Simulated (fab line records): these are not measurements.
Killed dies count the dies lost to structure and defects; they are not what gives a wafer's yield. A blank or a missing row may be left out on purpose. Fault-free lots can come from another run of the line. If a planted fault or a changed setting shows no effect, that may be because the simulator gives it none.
fab line records    flow n5_finfet
record: lots: 3  wafers: 9  last_day: 16
route steps=1938 shown SD_ACTIVATION@330 ILD0@335 SDB@347 PASSIVATION@1936
lots that met no fault: taken from a fault-free run of the same line
start_h: start of the lot's first displayed wafer, in hours after the record's first day    wait_h: hours elapsed since this lot's preceding step    " the same as in the row above    L1.1+2: a row that stands for several wafers    - value missing, or start not given    * or withheld: withheld    < > ~ a bound
route shown NAME@n: NAME is a module with steps in the file, n the number in the route of the first one    usual: the fault-free wafers' mean and standard deviation    same: alike in all rows    chamber/n: place in a boat    sites: each site's reading    _std_site: standard deviation across them    _edge_site: inner sites' mean taken away from outer sites' mean    radius_mm: for every site, how far away it sits from the centre of the wafer    mask NAME#n: copy n    behind: the most recent tool/chamber to have shaped the wafer    hold: reason for holding the lot/hours on hold/outcome of the hold    device: which transistor (n, p or np) failed to switch    end of line: the tests these same wafers got at the end of their route    step lacking rows: just its recipe    killed: dies lost to structure and defects at the first sort, not the wafer's yield    map: a wafer's dies, x killed, . not, _ none there
set.NAME: the setting as run; set.NAME@STEP: as run at that earlier step    model.NAME: the simulator's own value behind a step, which no gauge read
lots seen at some steps along the route; tables by step, rows by wafer
== steps ==
step: N5_SD_ACTIVATION_RTA_00
recipe: temp_c: 975  time_s: 0  ambient: N2  idle_temp_c: 600  ramp_up_c_per_s: 150  ramp_down_c_per_s: 60  cool_to_c: 600
step: N5_SD_ACTIVATION_LSA_01
recipe: temp_c: 1080  time_s: 0.0008  ambient: N2
step: N5_ILD0_LINER_00
recipe: material: SiNx  target_thk_a: 40  temp_c: 400  ald_precursor_family: SiH2I2  ald_co_reactant: N2/H2-plasma  pulse_time_s: 1  purge_time_s: 2  co_reactant_purge_time_s: 2  ald_cycles: 80  pressure_torr: 2
step: N5_ILD0_FCVD_FILL_01
recipe: material: SiO2_flowable  target_thk_a: 2000  temp_c: 100  pressure_torr: 0.8  rf_w: 2000  time_s: 328.3
step: N5_ILD0_CURE_02
recipe: temp_c: 450  time_s: 1800  ambient: steam  idle_temp_c: 400  ramp_up_c_per_min: 5  ramp_down_c_per_min: 3  densification_p_h2o_torr: 640
step: N5_ILD0_CMP_03
recipe: stop_on: SiNx  t_overpolish_s: 1.9  post_cmp_clean: alkaline_brush  down_force_psi: 4.1491  platen_rpm: 51.796  pad_velocity_m_s: 1.0306  target_thk_nm: 197.38
step: N5_ILD0_CMP_07
recipe: stop_on: poly-Si  material: SiO2_flowable  t_overpolish_s: 1.18  post_cmp_clean: alkaline_brush  down_force_psi: 4.1491  platen_rpm: 51.796  pad_velocity_m_s: 1.0306  target_thk_nm: 138.88
step: N5_ILD0_PRECLEAN_10
recipe: chemistry: NF3:NH3  afs_cycles: 5  time_s: 20  temp_c: 30  sublimation_temp_c: 180  sublimation_time_s: 60  pressure_torr: 3  rf_power_w: 30
lot.wafer   tool              chamber  start_h  wait_h
L834.1+5+6  remote_plasma-02  0        74.78    0.0
L839.1+4+5  remote_plasma-02  0        104.85   0.0
L851.3+4+5  remote_plasma-02  0        177.99   0.3
step: N5_ILD0_ALD_15
recipe: material: SiNx  target_thk_a: 240  temp_c: 400  ald_precursor_family: SiH2I2  ald_co_reactant: N2/H2-plasma  pulse_time_s: 1  ald_cycles: 480  purge_time_s: 2  co_reactant_purge_time_s: 2  pressure_torr: 2
step: N5_ILD0_CMP_12
recipe: stop_on: poly-Si  material: SiNx  t_overpolish_s: 6  post_cmp_clean: alkaline_brush  down_force_psi: 2.5  platen_rpm: 51.8  pad_velocity_m_s: 1.0307  target_thk_nm: 17.67
step: N5_SDB_HM_DEP_00
recipe: material: SiNx  target_thk_a: 400  temp_c: 400  precursor: SiH4/NH3/N2  pressure_torr: 1.5  rf_w: 300  time_s: 35.3
step: N5_SDB_COAT_03
recipe: resist: SOC  temp_c: 250  time_s: 60  spin_rpm: 1500  resist_thk_nm: 100
step: N5_SDB_COAT_04
recipe: resist: SiARC  temp_c: 220  time_s: 60  spin_rpm: 1500  resist_thk_nm: 18
step: N5_SDB_COAT_05
recipe: resist: CAR-ArF  spin_rpm: 1500  resist_thk_nm: 90
step: N5_SDB_EBR_07
recipe: solvent: PGMEA  ebr_width_mm: 1.5
step: N5_SDB_SOFTBAKE_06
recipe: temp_c: 110  time_s: 60  resist: CAR-ArF
step: N5_SDB_EXPOSE_08
recipe: mask_id: SDB  na: 1.35  source_shape: conventional  sigma_outer: 0.5  polarization: unpolarized  dose_mj: 49.6
step: N5_SDB_PEB_09
recipe: peb_temp_c: withheld  peb_time_s: 60  resist: CAR-ArF
step: N5_SDB_DEVELOP_10
recipe: develop_time_s: 30  developer: TMAH  resist: CAR-ArF  rinse_liquid: diw  dry: air_spin  dev_temp_c: 23
step: N5_SDB_DESCUM_16
recipe: chemistry: O2  time_s: 7.9  source_power_w: 50  bias_power_w: 20  pressure_mtorr: 20  rf_frequency_hz: 2.712e+07  temp_c: 40  resist: CAR-ArF  o2_flow_sccm: 225
step: N5_SDB_ETCH_17
recipe: chemistry: CF4  target: SiARC  target_depth_a: 234  mask_material: CAR-ArF  time_s: 39  ion_energy_ev: 80  pressure_mtorr: 40  source_w: 545  bias_w: 36  Ar_flow_sccm: 100  cf4_flow_sccm: 100  ends: cleared
step: N5_SDB_ETCH_18
recipe: chemistry: N2/H2  target: SOC  target_depth_a: 1000  overetch_a: 200  mask_material: SiARC  temp_c: 40  time_s: 150  ion_energy_ev: 200  pressure_mtorr: 30  source_w: 840  bias_w: 150  n2_flow_sccm: 200  h2_flow_sccm: 200
step: N5_SDB_STRIP_19
recipe: chemistry: N2/H2  temp_c: 40  n2_flow_sccm: 200  h2_flow_sccm: 200  rf_frequency_hz: 6e+07
step: N5_SDB_STRIP_21
recipe: chemistry: CF4  resist: SiARC  power_w: 300  bias_power_w: 75  pressure_mtorr: 50  cf4_flow_sccm: 150  rf_frequency_hz: 6e+07
step: N5_SDB_HM_OPEN_20
recipe: chemistry: CH3F/O2  target: SiNx  mask_material: SOC  target_depth_a: 240  stop_on: poly-Si  over_etch_frac: 0.4  ion_energy_ev: 120  pressure_mtorr: 30  source_w: 395  bias_w: 73  Ar_flow_sccm: 150  CH3F_flow_sccm: 30  O2_flow_sccm: 20
step: N5_SDB_STRIP_22
recipe: chemistry: N2/H2  power_w: 1000  temp_c: 250  h2_frac: 0.65  overash_fraction: 0.3  pressure_mtorr: withheld  n2_flow_sccm: 1750  h2_flow_sccm: 3250
step: N5_SDB_PRECLEAN_23
recipe: chemistry: dHF  time_s: 30  temp_c: 25  dilution: withheld
step: N5_SDB_DUMMY_REMOVE_24
recipe: chemistry: TMAH  temp_c: 70  target: poly-Si  stop_on: SiO2  target_depth_nm: 142  conc_wt_pct: 5  time_s: 57  dry: ipa_marangoni  rinse_time_s: 30  rinse_temp_c: 23
step: N5_SDB_ETCH_25
recipe: chemistry: C4F6/O2  target: SiO2  target_depth_a: 100  time_s: 3.3  ion_energy_ev: 250  mask_material: SiNx  pressure_mtorr: 30  source_w: 345  bias_w: 185  Ar_flow_sccm: 300  C4F6_flow_sccm: 10  O2_flow_sccm: 10
step: N5_SDB_CUT_ETCH_26
recipe: chemistry: HBr/Cl2/O2  target: Si  target_depth_a: 1296  bt_time_s: 20  mask_material: SiNx  time_s: 51.8  ion_energy_ev: *  bias_w: *  pressure_mtorr: 10  icp_w: 800  HBr_flow_sccm: 150  Cl2_flow_sccm: 80  O2_flow_sccm: 12
step: N5_SDB_PRECLEAN_38
recipe: chemistry: dHF  time_s: 10  dilution: 750:1  temp_c: 25
step: N5_SDB_PRECLEAN_39
recipe: chemistry: O3/DIW  time_s: 45  temp_c: 22  o3_ppm: 10
step: N5_PASSIVATION_PROBE_49
usual: defect_limited_yield: 91.5/1.3  killed_at_M0_to_M3: 36/10  killed_at_M4_up: 13/4.7  killed_at_contacts: 13/6.7  killed_at_front_end: 37/9.7  killed_at_other: 2.6/2.3  killed_dies: 101/15  killed_on_rim: 14/4.3  killed_open: 67/12  killed_short: 32/6.7  sort_bin_5_function: 5.0/0.89  sort_bin_6_memory: 3.2/0.63  sort_bin_8_speed: 0.01/0.03  sort_n_pass: 1079/16  sort_yield_pct: 91.4/1.4
same: gross_dies: 1180  killed_at_back_side: 0  sort_bin_4_leakage[%]: 0
lot.wafer  tool       chamber  start_h  wait_h  defect_limited_yield[%]  killed_at_M0_to_M3  killed_at_M4_up  killed_at_contacts  killed_at_front_end  killed_at_other  killed_dies  killed_on_rim  killed_open  killed_short  sort_bin_5_function[%]  sort_bin_6_memory[%]  sort_bin_8_speed[%]  sort_n_pass  sort_yield_pct[%]
L834.1     prober-01  -        274.54   0.0     91.4                     23                  16               17                  43                   3                102          14             66           35            5.7                     2.9                   0                    1078         91.4
L834.5     prober-01  -        274.74   0.2     90.8                     34                  13               23                  37                   2                109          10             76           32            5.1                     3.7                   0                    1071         90.8
L834.6     prober-01  -        274.79   0.3     92.3                     32                  11               12                  36                   0                91           15             56           33            4.7                     3.0                   0.08                 1088         92.2
L839.1     prober-01  -        320.34   0.0     92.5                     24                  14               14                  31                   5                88           10             61           27            4.1                     3.1                   0                    1092         92.5
L839.4     prober-01  -        320.49   0.2     92.7                     29                  8                14                  33                   2                86           10             50           36            4.2                     2.8                   0                    1094         92.7
L839.5     prober-01  -        320.54   0.2     93.0                     25                  20               17                  21                   0                83           11             61           22            4.5                     2.5                   0                    1097         93.0
L851.3     prober-02  -        387.10   0.1     82.5                     38                  10               19                  139                  1                207          7              64           19            11.4                    3.8                   0                    973          82.5
L851.4     prober-02  -        387.15   0.2     83.7                     23                  8                7                   153                  1                192          11             48           24            10.8                    3.5                   0                    988          83.7
L851.5     prober-02  -        387.20   0.2     83.5                     27                  10               11                  147                  0                195          14             46           21            9.9                     4.2                   0                    985          83.5
killed by level:class
L834.1 MOL_CONTACT_COAG:geometric_particle:open=14 FIN_SAQP:geometric_particle:short=11 BEOL_M3:geometric_particle:open=6 GATE_CUT:geometric_particle:open=5 BEOL_M2:geometric_particle:open=5 FIN_SAQP:geometric_particle:open=4 STI_FIN_REVEAL:geometric_particle:open=4 BEOL_M0_SAQP:geometric_particle:short=4
L834.5 MOL_CONTACT_COAG:geometric_particle:open=17 BEOL_M3:geometric_particle:open=10 FIN_SAQP:geometric_particle:open=6 STI_FIN_REVEAL:geometric_particle:open=6 DUMMY_GATE:geometric_particle:open=6 MOL_CONTACT_COAG:geometric_particle:short=6 BEOL_M2:geometric_particle:open=6 GATE_CUT:geometric_particle:short=4
L834.6 MOL_CONTACT_COAG:geometric_particle:open=9 BEOL_M2:geometric_particle:open=8 FIN_SAQP:geometric_particle:open=6 BEOL_M0:geometric_particle:open=6 FIN_SAQP:geometric_particle:short=5 DUMMY_GATE:geometric_particle:open=5 BEOL_M3:geometric_particle:open=5 DUMMY_GATE:geometric_particle:short=4
L839.1 MOL_CONTACT_COAG:geometric_particle:open=12 BEOL_M3:geometric_particle:open=11 GATE_CUT:geometric_particle:short=7 FIN_SAQP:geometric_particle:short=6 FIN_SAQP:geometric_particle:open=5 BEOL_M4:geometric_particle:open=5 BEOL_M0_SAQP:geometric_particle:short=4 STI_FIN_REVEAL:geometric_particle:open=3
L839.4 BEOL_M0_SAQP:geometric_particle:short=9 MOL_CONTACT_COAG:geometric_particle:open=9 FIN_SAQP:geometric_particle:open=8 BEOL_M0_SAQP:geometric_particle:open=7 FIN_SAQP:geometric_particle:short=6 MOL_CONTACT_COAG:geometric_particle:short=5 BEOL_M1:geometric_particle:open=5 BEOL_M3:geometric_particle:open=5
L839.5 MOL_CONTACT_COAG:geometric_particle:open=13 BEOL_M4:geometric_particle:open=9 BEOL_M0:geometric_particle:open=7 STARTING-WAFER:geometric_particle:open=6 FIN_SAQP:geometric_particle:short=4 MOL_CONTACT_COAG:geometric_particle:short=4 BEOL_M0_SAQP:geometric_particle:open=4 BEOL_M1:geometric_particle:open=4
L851.3 ILD0:unspecified=123 MOL_CONTACT_COAG:geometric_particle:open=16 BEOL_M3:geometric_particle:open=14 BEOL_M1:geometric_particle:open=9 BEOL_M3:geometric_particle:short=7 BEOL_M7:geometric_particle:open=4 STI_FIN_REVEAL:geometric_particle:open=3 GATE_CUT:geometric_particle:open=3
L851.4 ILD0:unspecified=118 STI_FIN_REVEAL:geometric_particle:open=8 FIN_SAQP:geometric_particle:open=6 MOL_CONTACT_COAG:geometric_particle:open=6 GATE_CUT:geometric_particle:short=5 BEOL_M1:geometric_particle:open=5 BEOL_M2:geometric_particle:open=5 STARTING-WAFER:geometric_particle:short=4
L851.5 ILD0:unspecified=124 STI_FIN_REVEAL:geometric_particle:open=9 MOL_CONTACT_COAG:geometric_particle:open=8 BEOL_M3:geometric_particle:open=7 BEOL_M1:geometric_particle:open=6 STI_FIN_REVEAL:geometric_particle:short=4 BEOL_M1:geometric_particle:short=4 FIN_CUT:area_etch=4
map L851.3 (x killed, . not)
_________________............________________
______________...........x......_____________
___________.....x...xx.............__________
__________.........x..........x....x_________
________..xx...x............x..x.x...._______
_______...x..xx..x...x.........x.......______
______.....xxx.xx...x..................._____
_____....xxxx.xx..xx.....................____
____...xx.xxxxxxx..x....x...........x..x.x___
___....x.xxxxxxxxxx.x.x................x...__
___.x..x.xxxxxxxxxxx.x.....................__
__..xxxxxxxxxxxxxx.x.x..xx.x................_
__...x.xxxxxxxxxxxxx.x.........xx..........._
_x...x..xxxxxxxxxxxx.x.................x..x..
_..xx..x.xxxxxxxxxxx..x...x.x.x..............
_.......xxx.xxxxxx..........x...........x....
_xx......xxx...xx.................x......x...
_....x...x...xx.xx........................x..
_.......x.....x....................x......x..
_.x......................x...................
_..x..........x...........x..................
__..........................x.x............._
__..x......................................._
___...................x.......x....x.......__
___.x........x........x....x.............x.__
____.......x...........x..................___
_____............x.......................____
______.......x......x....x.............._____
_______............xx...x.....xx.......______
________..................x....x......_______
__________.................x........_________
___________........................__________
______________.................._____________
_________________............________________
map L834.5 (x killed, . not)
_________________............________________
______________.................._____________
___________........................__________
__________x..x...x.................._________
________...............x.......x..xx.x_______
_______............x...................______
______x............x.....x........x..x.._____
_____...................x....x...........____
____.....x........................x.......___
___.....x........x.................x.......__
___..x...x..x..............................__
__........x...............x...x........x...._
__...x..........x.....................x....._
_....x...................x...........x.......
_....x..........................x...x.....x..
_......x.....................x.x.............
_..........x.x...x......x..........x.........
_...xx.........x..........x.x.......xx.x.....
_..................x.....x...................
_...x.............x.........x..xx....x.......
_x....................xx..x..............x...
__..x...........x..x...................x...._
__.......x..................x.x....xxx.x...._
___...x...................x............x...__
___....x..x.......x........................__
____x...............................x.....___
_____.....x........x.....................____
______..x..x.....x..xx.....xx..........._____
_______.........x...........xx....x....______
________.....................x...x.x.._______
__________.x........x.......x......._________
___________..x........x.......x....__________
______________.................._____________
_________________.....x......________________
== key ==
first_sign: step: N5_PASSIVATION_PROBE_49  reading: killed_at_front_end  direction: up  sigmas: 11  usual: 37  struck: 146
effect: step: N5_PASSIVATION_PROBE_49  reading: defect_limited_yield  direction: down  sigmas: 6.3  usual: 91.5  struck: 83.2
more_kills_born_at: N5_ILD0_PRECLEAN_10@remote_plasma-02: 365
met_at N5_ILD0_PRECLEAN_10
struck_wafers L851.3,L851.4,L851.5
onset_between 104.85 177.99
also_fits time
fault: kind: chamber_particle_source  tool: remote_plasma-02  chamber: 0  onset_h: 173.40  steps: N5_ILD0_PRECLEAN_10  rate_per_visit_cm2: 0.74923  end_h: 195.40
